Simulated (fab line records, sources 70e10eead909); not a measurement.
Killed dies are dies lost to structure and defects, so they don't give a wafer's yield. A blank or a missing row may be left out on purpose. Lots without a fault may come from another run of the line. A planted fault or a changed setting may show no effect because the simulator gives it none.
A struck lot beside a sound one | flow nand_harc | 14 steps out of a route of 1302
Sound: wafers L710.1, L710.2, L710.5. Struck: wafers L713.2, L713.4, L713.6. The cause comes at the end.
At each step with rows: each side's tool, then ch and its chambers, then its first start. Under that, the readings that differ: sound wafers | struck wafers | difference of the means | sigmas: that difference in standard deviations of wafers without a fault.
alike: readings whose means differ by less than 2 such deviations, and words and numbers that are the same on both sides. not compared: withheld readings, readings that some wafer has no value for, bounds like >300 that may hide the same value, and numbers for which the record gives no deviation and whose values overlap.
The two part at a step that has a row with sigmas, a row that says differs or no value, or rows on one side only. Numbers that don't overlap but have no deviation are shown without sigmas and don't part them. A reading that every wafer of one side lacks parts them only if that side has two wafers or more.

NHARC_A_CHANNEL_FILL_D2_ETCHBACK_20: etches the open film in C4F8/O2/Ar, target depth 27 nm, time 13.5 s.
  sound on rie_diel-06 ch 0,2,3, day 14 17:05; struck on rie_diel-06 ch 1,2,3, day 15 17:59
  alike: chamber_pressure_mTorr, oes_product_au, rf_vpp_V
  not compared: rf_hours_counter_h
NHARC_A_CHANNEL_FILL_D2_STRIP_28: strips in O2, time 20 s.
  sound on rie_diel-06 ch 1,3, day 14 17:10; struck on rie_diel-06 ch 0,2, day 15 18:04
  alike: chamber_pressure_mTorr, drypump_motor_current_A, oes_product_au, rf_vpp_V, showerhead_plenum_p_Torr, throttle_valve_pct
  not compared: rf_hours_counter_h
then, 4 steps without rows for these wafers: NHARC_A_CHANNEL_FILL_D2_PRECLEAN_21 (cleans in dHF, time 30 s); NHARC_A_CHANNEL_FILL_D2_SRD_23; NHARC_A_CHANNEL_FILL_D2_CVD_05 (deposits poly-Si, target thk 5 nm); NHARC_A_CHANNEL_FILL_D2_ANNEAL_22 (time 7200 s).
NHARC_A_CHANNEL_FILL_D2_ALD_25: deposits SiOx, target thk 60 nm, pulse time 10 s, ald cycles 600.
  sound on ald_hk-01 ch 0,2, day 15 05:05; struck on ald_hk-04 ch 0,1,3, day 16 06:23
  alike: heater_power_w, precursor_pulse_height_rel
NHARC_A_CHANNEL_FILL_D2_ETCHBACK_08: etches the open film in C4F8, target depth 220 nm, time 110 s.
  sound on rie_diel-10 ch 1,2; struck on rie_diel-10 ch 2,3
  alike: chamber_pressure_mTorr, oes_product_au, rf_vpp_V
  not compared: rf_hours_counter_h
NHARC_A_CHANNEL_FILL_D2_STRIP_29: strips in O2, time 20 s.
  sound on rie_diel-10 ch 1,2,3, day 15 10:13; struck on rie_diel-10 ch 1,2,3
  alike: chamber_pressure_mTorr, drypump_motor_current_A, oes_product_au, rf_vpp_V, showerhead_plenum_p_Torr, throttle_valve_pct
  not compared: rf_hours_counter_h
then, 2 steps without rows for these wafers: NHARC_A_CHANNEL_FILL_D2_PRECLEAN_30 (cleans in dHF, time 30 s); NHARC_A_CHANNEL_FILL_D2_SRD_31.
NHARC_A_CHANNEL_FILL_D2_CVD_09: deposits poly-Si, target thk 150 nm, time 3000 s.
  sound on lpcvd_poly-01 ch 0, day 15 12:37; struck on lpcvd_poly-02 ch 0, day 16 14:03
  reading                | sound               | struck              | difference | sigmas
  spike_tc_centre_C (C)  | 622.0 621.6 619.3   | 634.3 635.0 635.8   | +14.1      | +11
  spike_tc_lower_C (C)   | 619.6 619.1 621.3   | 636.6 637.5 636.9   | +17.0      | +12
  spike_tc_top_C (C)     | 639.8 640.3 641.1   | 655.6 655.4 655.1   | +15.0      | +7
  spike_tc_upper_C (C)   | 620.0 620.6 621.1   | 633.7 636.1 635.7   | +14.6      | +11
  tube_center_temp_C (C) | 620.02 619.9 620.02 | 635.4 635.52 635.42 | +15.5      | +99 or more
  zone_power_top_pct (%) | 18.74 18.66 18.65   | 19.32 19.30 19.65   | +0.74      | +3
  alike: zone_power_lower_pct
NHARC_A_CHANNEL_FILL_D2_CMP_10: polishes, target thk 150 nm.
  sound on cmp-02 ch 0,3, day 15 15:49; struck on cmp-04 ch 1,2,3, day 16 17:17
  reading                | sound          | struck         | difference | sigmas
  time_to_endpoint_s (s) | 14.8 13.9 16.7 | 21.0 24.5 19.9 | +6.7       | +4
  alike: motor_current_A
-- the record jumps here: 9 days lie between the struck wafers' starts before and after (it left off in module A_CHANNEL_FILL_D2 and takes up again in module END, whose first step shown is number 1302 of the route) --
NHARC_END_SORT_01:
  the record has rows for the struck wafers here (prober-01 ch 0, day 25 15:27) and none for the sound ones

WHERE THEY PART
First at NHARC_A_CHANNEL_FILL_D2_CVD_09; last, within this record, at NHARC_END_SORT_01.

WHY: what the simulator had put in
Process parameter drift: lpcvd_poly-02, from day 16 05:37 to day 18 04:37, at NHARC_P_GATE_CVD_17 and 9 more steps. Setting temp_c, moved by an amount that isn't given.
